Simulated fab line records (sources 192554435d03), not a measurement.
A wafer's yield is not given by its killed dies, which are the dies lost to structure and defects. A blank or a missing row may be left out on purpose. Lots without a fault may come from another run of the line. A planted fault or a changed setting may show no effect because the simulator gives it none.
The same fault as seen by 2 desks	flow n5Finfet	each desk has only its own numbers; what lay behind them comes last

== METROLOGY DESK ==
What the gauges read, lot by lot, whatever tool the lot ran on: means of the sampled wafers that have a number. Any lot whose mean is over 4 standard deviations away from the usual mean is out of limits and marked OUT; that distance is given in the brackets. Shown here are 7 of its 11 readings, the ones lying furthest out on some lot.
Columns: A = DIBL_N at N5_BEOL_M4_RC_MEAS_101, usual 36.8 mV/V; B = DIBL_P at N5_BEOL_M4_RC_MEAS_101, usual 37.1 mV/V; C = IOFF_N at N5_BEOL_M4_RC_MEAS_101, usual 0.168 nA/um; D = IOFF_P at N5_BEOL_M4_RC_MEAS_101, usual 0.22 nA/um; E = SS_N at N5_BEOL_M4_RC_MEAS_101, usual 71.7 mV/dec; F = VT_N at N5_BEOL_M4_RC_MEAS_101, usual 248.8 mV; G = VT_P at N5_BEOL_M4_RC_MEAS_101, usual -250 mV
lot	first seen here	A	B	C	D	E	F	G
L501	day 5 18:34	37.3	38.3	0.184	0.22	72.0	247.4	-251
L502	day 6 04:40	37.6	38.8	0.194	0.27	71.4	247.4	-247
L507	day 7 05:43	35.5	37.1	0.172	0.22	71.4	245.7	-248
L508	day 7 12:01	38.3	37.4	0.183	0.24	72.0	248.7	-246
L510	day 7 23:22	37.1	38.3	0.183	0.20	71.7	248.2	-255
L512	day 8 19:15	34.5	33.3	0.132	0.17	71.3	251.8	-254
L513	day 8 19:56	37.1	40.0	0.177	0.26	72.5	249.3	-246
L521	day 11 02:42	38.8	37.2	0.175	0.18	72.3	248.2	-256
L523	day 11 06:47	35.6	35.5	0.155	0.24	72.0	250.6	-246
This desk's verdict: no lot among the 9 shows anything out of limits.

== TOOL OWNER'S DESK, rieDiel-01 ==
The tool's own readings at N5_BEOL_M0_ETCH_138 (etches SiCN in CH3F/O2, target depth 12 nm, time 31.6 s): means of the sampled wafers that have a number, for each lot that ran on this tool. Any lot whose mean is over 4 standard deviations away from the usual mean is out of limits and marked OUT; that distance is given in the brackets.
Columns: A = drypumpMotorCurrentA at N5_BEOL_M0_ETCH_138, usual 5.6 A; B = etchRfOnTimeS at N5_BEOL_M0_ETCH_138, usual 28.6 s; C = oesProductAu at N5_BEOL_M0_ETCH_138, usual 0.70 a.u.; D = rfVppV at N5_BEOL_M0_ETCH_138, usual 297.3 V; E = showerheadPlenumPTorr at N5_BEOL_M0_ETCH_138, usual 2.00 Torr; F = throttleValvePct at N5_BEOL_M0_ETCH_138, usual 16.32 %
lot	first seen here	A	B	C	D	E	F
L501	day 5 18:52	5.0	29.1	0.68	297.1	1.95	16.31
L507	day 7 06:01	5.0	29.0	0.68	297.0	1.95	16.34
L510	day 7 23:40	5.3	28.6	0.70	297.1	1.98	16.36
L521	day 11 03:04	5.4	33.5 (+5.1) OUT	0.68	295.6	1.95	16.13
L523	day 11 07:07	4.8	34.7 (+6.4) OUT	0.56	295.7	1.94	16.52
This desk finds L521, L523 out of limits, L521 being first, at day 11 03:04 (etchRfOnTimeS at N5_BEOL_M0_ETCH_138). In limits: L501, L507, L510.

== ALL TOGETHER ==
At day 11 03:04, on L521, L523, the tool owner's desk was in a position to raise an alarm.
From the metrology desk's view, nothing was out of limits.
The metrology desk holds a record of L521, L523, inside its limits.
N5_BEOL_M0_ETCH_138 was run on rieDiel-01 by each of the lots named.

== WHAT WAS PUT IN BY THE SIMULATOR ==
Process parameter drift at N5_BEOL_M0_ETCH_138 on rieDiel-01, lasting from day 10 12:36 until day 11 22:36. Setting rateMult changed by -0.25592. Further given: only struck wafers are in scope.
Shown lots that were struck: L521, L523.
Each desk's first reading out of limits, in hours after the fault started: the tool owner's desk, 14.
